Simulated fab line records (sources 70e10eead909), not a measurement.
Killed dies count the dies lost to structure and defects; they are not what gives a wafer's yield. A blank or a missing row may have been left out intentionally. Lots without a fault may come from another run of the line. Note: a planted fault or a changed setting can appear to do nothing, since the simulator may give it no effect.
Chamber matching    flow nand-harc    NHARC_A_CHANNEL_FILL_D2_ALD_16 on ald-hk-04: 4 sister chambers
The step deposits SiO2, target thk 1.5 nm, pulse time 10 s, ald cycles 15. 4 wafers are shown with their chamber, then 8 later ones without.

## EACH WAFER AND ITS CHAMBER
wafer   chamber  heater-power-w (W)
L089.6  2        467
L091.1  3        451
L091.2  0        597
L092.4  1        489

## WAFERS WITHOUT THEIR CHAMBER
wafer   heater-power-w (W)
L092.5  479
L092.6  580
L095.3  606
L095.5  482
L095.6  467
L097.1  470
L097.2  577
L097.5  576

## WHICH CHAMBER EACH WENT THROUGH
wafer   from the rows above           in truth
L092.5  can't be placed: 1 or 2 or 3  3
L092.6  0                             0
L095.3  0                             0
L095.5  can't be placed: 1 or 2 or 3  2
L095.6  can't be placed: 2 or 3 or 1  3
L097.1  can't be placed: 2 or 1 or 3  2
L097.2  0                             0
L097.5  0                             0
Correct placement for 4 of the 8. Unplaceable from these rows: 4, with the true chamber sitting among the candidates in 4. 0 placed wrongly.
How it was worked out, from the rows above alone: a wafer's distance from a chamber is the root of the sum, over the readings, of the square of ((its reading less the chamber's mean) divided by the reading's scatter). The wafer belongs to the nearest chamber; if the next one is less than 2 further off, it can't be placed. The mean given for a chamber averages the wafers shown for that chamber. The scatter (one wafer shown for each chamber): square how far every hidden wafer sits from the nearest shown wafer, average those squares and take the square root.
